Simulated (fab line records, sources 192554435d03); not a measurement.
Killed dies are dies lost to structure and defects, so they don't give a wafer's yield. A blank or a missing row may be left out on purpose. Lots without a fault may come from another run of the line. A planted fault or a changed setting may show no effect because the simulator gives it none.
Chamber matching | flow n5_finfet | N5_MOL_CONTACT_COAG_ALD_123 on ald_sin-04: 4 sister chambers
The step deposits SiNx, target thk 5 nm, pulse time 1 s, purge time 2 s. 4 wafers are shown with their chamber, then 12 later ones without.

WAFERS WITH THEIR CHAMBER
wafer  | chamber | heater_power_w (W)
L086.6 | 1       | 859
L087.1 | 3       | 722
L087.2 | 2       | 939
L087.3 | 0       | 965

WAFERS WITHOUT THEIR CHAMBER
wafer  | heater_power_w (W)
L087.4 | 875
L087.5 | 912
L087.6 | 842
L089.2 | 718
L089.4 | 973
L089.6 | 966
L092.1 | 904
L092.2 | 731
L092.3 | 861
L092.4 | 976
L092.5 | 856
L092.6 | 954

WHICH CHAMBER EACH WENT THROUGH
wafer  | from the rows above          | in truth
L087.4 | 1                            | 1
L087.5 | can't be placed: 2 or 0 or 1 | 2
L087.6 | 1                            | 1
L089.2 | 3                            | 3
L089.4 | can't be placed: 0 or 2      | 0
L089.6 | can't be placed: 0 or 2      | 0
L092.1 | can't be placed: 2 or 1 or 0 | 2
L092.2 | 3                            | 3
L092.3 | 1                            | 1
L092.4 | can't be placed: 0 or 2      | 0
L092.5 | 1                            | 1
L092.6 | can't be placed: 0 or 2      | 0
Placed correctly: 6 of 12. Can't be placed from these rows: 6 (the true chamber is among the candidates in 6). Placed wrongly: 0.
How it was worked out, from the rows above alone: a wafer's distance from a chamber is the root of the sum, over the readings, of the square of ((its reading less the chamber's mean) divided by the reading's scatter). The wafer belongs to the nearest chamber; if the next one is less than 2 further off, it can't be placed. A chamber's mean is the mean of its shown wafers. The scatter: with one shown wafer a chamber, the root of the mean of the squares of how far each hidden wafer lies from its nearest shown one.
